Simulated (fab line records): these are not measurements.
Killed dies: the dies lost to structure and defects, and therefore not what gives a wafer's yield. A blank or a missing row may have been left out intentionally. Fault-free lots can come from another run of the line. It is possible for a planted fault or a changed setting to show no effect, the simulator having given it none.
Which tool was responsible?    flow n5_finfet    24 lots with 72 wafers sampled at 5 steps, on a route of 1938 steps

== WHAT EACH GAUGE READ, for each wafer ==
N5_BEOL_M4_CD_MEAS_28: target cd 26.2 nm, target cd y 24.1 nm. Usual: cd_nm at 26.21 nm, with a standard deviation of 0.23.
lot   measured      on         cd_nm (nm)         flag
L075  day 7 10:01   cd_sem-02  26.42 26.03 26.41  
L074  day 7 13:48   cd_sem-03  26.24 26.24 26.17  
L076  day 7 16:47   cd_sem-02  26.19 26.26 25.96  
L077  day 7 22:36   cd_sem-03  26.05 26.26 26.19  
L079  day 8 18:15   cd_sem-02  26.61 26.04 25.94  
L078  day 8 21:14   cd_sem-03  26.03 26.51 26.06  
L080  day 9 06:16   cd_sem-01  26.23 26.16 26.36  
L082  day 9 09:37   cd_sem-02  25.96 25.89 26.46  
L081  day 9 09:56   cd_sem-01  26.15 26.62 26.57  
L083  day 9 10:40   cd_sem-01  26.10 26.73 26.29  
L084  day 10 04:41  cd_sem-03  25.91 26.35 25.91  
L085  day 10 12:34  cd_sem-02  26.15 26.31 26.26  
L086  day 10 16:43  cd_sem-01  26.47 26.26 25.94  
L087  day 11 11:01  cd_sem-03  25.84 26.07 26.20  
L088  day 11 17:28  cd_sem-01  26.20 26.21 26.37  
L089  day 11 20:07  cd_sem-01  26.23 26.18 26.17  
L091  day 11 21:04  cd_sem-03  26.29 25.77 26.26  
L090  day 11 21:08  cd_sem-01  26.29 26.42 26.24  
L092  day 12 05:47  cd_sem-02  25.99 26.36 26.58  
L093  day 12 12:00  cd_sem-02  26.27 26.05 25.80  
L094  day 12 14:46  cd_sem-01  26.79 26.26 26.12  
L095  day 12 22:07  cd_sem-01  26.51 25.99 26.42  
L096  day 13 07:56  cd_sem-02  26.07 26.07 26.84  
L097  day 13 12:53  cd_sem-01  26.56 26.26 26.48  

== WHICH TOOL RAN EACH LOT (tool, then ch and the chambers of the sampled wafers, then the start) ==
lot   N5_BEOL_M3_ANNEAL_91          N5_BEOL_M3_CO_CAP_55              N5_BEOL_M4_ILD_DEP_00            N5_BEOL_M4_DESCUM_16
L075  pvd_sputter-01, day 7 04:38   cvd_co-01 ch 0,1,2, day 7 06:05   pecvd-04 ch 1,2, day 7 06:20     rie_diel-02 ch 0,3, day 7 09:08
L074  pvd_sputter-02, day 7 09:32   cvd_co-01 ch 0,1, day 7 11:00     pecvd-01 ch 1,2, day 7 11:15     rie_diel-06 ch 0,1,2, day 7 12:47
L076  pvd_sputter-03, day 7 12:34   cvd_co-02 ch 0, day 7 14:02       pecvd-01 ch 0,1,2, day 7 14:19   rie_diel-05 ch 0,1, day 7 16:00
L077  pvd_sputter-03, day 7 19:08   cvd_co-02 ch 0,2, day 7 20:35     pecvd-02 ch 0,1,2, day 7 20:52   rie_diel-06 ch 0,2,3, day 7 21:47
L079  pvd_sputter-03, day 8 13:24   cvd_co-01 ch 1,2, day 8 14:53     pecvd-04 ch 0,2, day 8 15:07     rie_diel-06 ch 0,1, day 8 17:22
L078  pvd_sputter-01, day 8 16:06   cvd_co-01 ch 0,1, day 8 17:41     pecvd-01 ch 0,1,2, day 8 18:12   rie_diel-02 ch 0,3, day 8 20:29
L080  pvd_sputter-03, day 9 01:58   cvd_co-01 ch 0,1,2, day 9 03:26   pecvd-04 ch 0,2, day 9 03:41     rie_diel-05 ch 1,2, day 9 05:22
L082  pvd_sputter-01, day 9 05:19   cvd_co-01 ch 1,2, day 9 06:46     pecvd-01 ch 1,2, day 9 07:01     rie_diel-02 ch 1,2,3, day 9 08:44
L081  pvd_sputter-02, day 9 05:21   cvd_co-01 ch 0,1, day 9 06:56     pecvd-01 ch 1,2, day 9 07:11     rie_diel-02 ch 1,3, day 9 09:08
L083  pvd_sputter-03, day 9 05:50   cvd_co-02 ch 0,1,2, day 9 07:46   pecvd-02 ch 0,2, day 9 08:01     rie_diel-05 ch 0,2, day 9 09:35
L084  pvd_sputter-02, day 9 23:43   cvd_co-02 ch 1,2, day 10 01:10    pecvd-01 ch 0,1, day 10 01:25    rie_diel-02 ch 0,1,2, day 10 03:54
L085  pvd_sputter-03, day 10 08:40  cvd_co-01 ch 0,2, day 10 10:08    pecvd-02 ch 1,2, day 10 10:22    rie_diel-05 ch 0,1,2, day 10 11:44
L086  pvd_sputter-02, day 10 12:42  cvd_co-02 ch 0,1, day 10 14:10    pecvd-04 ch 0,1,2, day 10 14:25  rie_diel-06 ch 0,3, day 10 15:06
L087  pvd_sputter-02, day 11 05:55  cvd_co-01 ch 0,1, day 11 07:22    pecvd-04 ch 0,2, day 11 07:37    rie_diel-06 ch 0,2, day 11 10:05
L088  pvd_sputter-02, day 11 13:38  cvd_co-01 ch 0,1, day 11 15:05    pecvd-02 ch 0,2, day 11 15:22    rie_diel-06 ch 0,1,3, day 11 16:40
L089  pvd_sputter-02, day 11 15:29  cvd_co-01 ch 0,1, day 11 17:10    pecvd-01 ch 0,2, day 11 17:28    rie_diel-05 ch 0,2, day 11 19:17
L091  pvd_sputter-01, day 11 17:16  cvd_co-02 ch 0,1,2, day 11 18:43  pecvd-02 ch 0,2, day 11 18:59    rie_diel-02 ch 0,3, day 11 20:03
L090  pvd_sputter-02, day 11 17:40  cvd_co-02 ch 0,1, day 11 19:07    pecvd-02 ch 0,2, day 11 19:24    rie_diel-06 ch 0,2,3, day 11 20:09
L092  pvd_sputter-01, day 12 02:17  cvd_co-02 ch 0,2, day 12 03:47    pecvd-01 ch 0,1,2, day 12 04:04  rie_diel-06 ch 0,1,2, day 12 04:49
L093  pvd_sputter-02, day 12 07:52  cvd_co-01 ch 1,2, day 12 09:31    pecvd-02 ch 0,2, day 12 09:45    rie_diel-06 ch 1,2, day 12 11:07
L094  pvd_sputter-02, day 12 09:53  cvd_co-01 ch 0,2, day 12 11:20    pecvd-02 ch 0,2, day 12 11:35    rie_diel-06 ch 0,1, day 12 14:01
L095  pvd_sputter-01, day 12 15:59  cvd_co-02 ch 0,2, day 12 17:26    pecvd-02 ch 0,2, day 12 17:44    rie_diel-06 ch 0,1, day 12 21:14
L096  pvd_sputter-03, day 13 02:40  cvd_co-01 ch 0,2, day 13 04:17    pecvd-02 ch 1,2, day 13 04:32    rie_diel-06 ch 0,1, day 13 07:00
L097  pvd_sputter-02, day 13 08:45  cvd_co-01 ch 0,1, day 13 10:13    pecvd-04 ch 0,1,2, day 13 10:28  rie_diel-02 ch 0,2,3, day 13 12:01
- N5_BEOL_M3_ANNEAL_91: time 240 s.
- N5_BEOL_M3_CO_CAP_55: material Co, precursor CCTBA/H2, target thk 2 nm, time 102.1 s.
- N5_BEOL_M4_ILD_DEP_00: deposits SiOC from DEMS/O2, target thk 79 nm, time 15.3 s.
- N5_BEOL_M4_DESCUM_16: chemistry O2, time 7 s.

== WHAT THE TOOLS THEMSELVES READ (means of the sampled wafers that have a number; where no wafer has one, the mark that the record gives instead) ==
N5_BEOL_M3_ANNEAL_91. Usual: heater_power_w at 869 W, with a standard deviation of 39.
lot   tool            heater_power_w (W)  flag
L075  pvd_sputter-01  866                 
L074  pvd_sputter-02  860                 
L076  pvd_sputter-03  868                 
L077  pvd_sputter-03  838                 
L079  pvd_sputter-03  904                 
L078  pvd_sputter-01  869                 
L080  pvd_sputter-03  828                 
L082  pvd_sputter-01  850                 
L081  pvd_sputter-02  867                 
L083  pvd_sputter-03  857                 
L084  pvd_sputter-02  872                 
L085  pvd_sputter-03  844                 
L086  pvd_sputter-02  882                 
L087  pvd_sputter-02  852                 
L088  pvd_sputter-02  869                 
L089  pvd_sputter-02  863                 
L091  pvd_sputter-01  883                 
L090  pvd_sputter-02  866                 
L092  pvd_sputter-01  927                 
L093  pvd_sputter-02  883                 
L094  pvd_sputter-02  855                 
L095  pvd_sputter-01  869                 
L096  pvd_sputter-03  831                 
L097  pvd_sputter-02  859                 

N5_BEOL_M3_CO_CAP_55. Usual: heater_power_w at 240 W, with a standard deviation of 16.
lot   tool       heater_power_w (W)  flag
L075  cvd_co-01  243                 
L074  cvd_co-01  238                 
L076  cvd_co-02  236                 
L077  cvd_co-02  225                 
L079  cvd_co-01  234                 
L078  cvd_co-01  247                 
L080  cvd_co-01  243                 
L082  cvd_co-01  237                 
L081  cvd_co-01  249                 
L083  cvd_co-02  232                 
L084  cvd_co-02  239                 
L085  cvd_co-01  254                 
L086  cvd_co-02  247                 
L087  cvd_co-01  244                 
L088  cvd_co-01  233                 
L089  cvd_co-01  244                 
L091  cvd_co-02  239                 
L090  cvd_co-02  249                 
L092  cvd_co-02  226                 
L093  cvd_co-01  244                 
L094  cvd_co-01  251                 
L095  cvd_co-02  221                 
L096  cvd_co-01  253                 
L097  cvd_co-01  241                 

N5_BEOL_M4_ILD_DEP_00. Usual: heater_power_w 452 W, standard deviation 52; showerhead_plenum_p_Torr 5.690 Torr, standard deviation 0.017; throttle_valve_pct 11.9 %, standard deviation 0.5.
lot   tool      heater_power_w (W)  showerhead_plenum_p_Torr (Torr)  throttle_valve_pct (%)  flag
L075  pecvd-04  423                 5.684                            12.1                    
L074  pecvd-01  463                 5.702                            13.0                    
L076  pecvd-01  471                 5.702                            12.5                    
L077  pecvd-02  410                 5.682                            11.6                    
L079  pecvd-04  452                 5.702                            11.9                    
L078  pecvd-01  463                 5.705                            12.4                    
L080  pecvd-04  440                 5.700                            11.8                    
L082  pecvd-01  477                 5.706                            12.8                    
L081  pecvd-01  536                 5.701                            12.6                    
L083  pecvd-02  464                 5.697                            11.3                    
L084  pecvd-01  511                 5.689                            12.2                    
L085  pecvd-02  420                 5.683                            11.6                    
L086  pecvd-04  461                 5.687                            11.9                    
L087  pecvd-04  411                 5.705                            11.9                    
L088  pecvd-02  387                 5.695                            11.4                    
L089  pecvd-01  486                 5.694                            11.9                    
L091  pecvd-02  422                 5.702                            11.5                    
L090  pecvd-02  423                 5.700                            11.6                    
L092  pecvd-01  501                 5.692                            12.0                    
L093  pecvd-02  403                 5.695                            11.5                    
L094  pecvd-02  400                 5.709                            11.5                    
L095  pecvd-02  421                 5.693                            11.3                    
L096  pecvd-02  475                 5.686                            11.7                    
L097  pecvd-04  449                 5.677                            12.1                    

N5_BEOL_M4_DESCUM_16. Usual: drypump_motor_current_A 5.6 A, standard deviation 0.61; oes_product_au 0.80 a.u., standard deviation 0.089; rf_vpp_V 243.3 V, standard deviation 1.4; showerhead_plenum_p_Torr 2.11 Torr, standard deviation 0.082; throttle_valve_pct 20.3 %, standard deviation 0.38.
lot   tool         drypump_motor_current_A (A)  oes_product_au (a.u.)  rf_vpp_V (V)  showerhead_plenum_p_Torr (Torr)  throttle_valve_pct (%)  flag
L075  rie_diel-02  5.8                          0.83                   243.6         2.08                             20.1                    
L074  rie_diel-06  5.5                          0.76                   242.9         2.09                             20.5                    
L076  rie_diel-05  5.0                          0.90                   242.3         2.05                             19.9                    
L077  rie_diel-06  6.1                          0.77                   243.0         2.13                             20.7                    
L079  rie_diel-06  5.0                          0.73                   242.5         2.11                             20.3                    
L078  rie_diel-02  5.7                          0.82                   242.7         2.06                             20.1                    
L080  rie_diel-05  5.1                          0.88                   242.7         2.07                             20.0                    
L082  rie_diel-02  5.7                          0.78                   243.9         2.17                             20.2                    
L081  rie_diel-02  5.9                          0.76                   243.7         2.12                             20.2                    
L083  rie_diel-05  5.3                          0.80                   243.1         2.05                             20.2                    
L084  rie_diel-02  5.7                          0.80                   243.2         2.14                             20.3                    
L085  rie_diel-05  5.2                          0.81                   242.3         2.06                             20.1                    
L086  rie_diel-06  6.1                          0.76                   244.1         2.19                             20.6                    
L087  rie_diel-06  6.0                          0.75                   242.4         2.06                             20.8                    
L088  rie_diel-06  5.6                          0.83                   244.0         2.15                             20.3                    
L089  rie_diel-05  5.4                          0.77                   241.4         2.04                             20.3                    
L091  rie_diel-02  5.7                          0.79                   242.8         2.05                             20.1                    
L090  rie_diel-06  6.1                          0.75                   242.8         2.13                             20.7                    
L092  rie_diel-06  5.5                          0.82                   242.9         2.08                             20.4                    
L093  rie_diel-06  6.0                          0.76                   241.6         2.01                             20.8                    
L094  rie_diel-06  5.1                          0.89                   243.8         2.10                             20.0                    
L095  rie_diel-06  5.0                          0.87                   244.0         2.16                             20.1                    
L096  rie_diel-06  5.0                          0.85                   244.3         2.16                             20.1                    
L097  rie_diel-02  5.6                          0.79                   243.2         2.11                             20.2                    

== THE ANSWER, worked out from the rows above alone ==
Rule: lot off if the mean of its wafers having a number is beyond 3 standard deviations from the usual mean. A lot without any number at a reading at which 4 lots or more have one is off too. The other lots that the step has rows for count as sound. After the gauges, taken in route order, come the tools' own readings; for these a lot's mean is taken, as printed above. At the first step where some lot is off, the reading lying furthest off is the one used; lots without a number count as furthest.
Across all readings shown, no lot is off: no conclusion can be drawn from this.

== WHAT THE SIMULATOR HAD INSERTED ==
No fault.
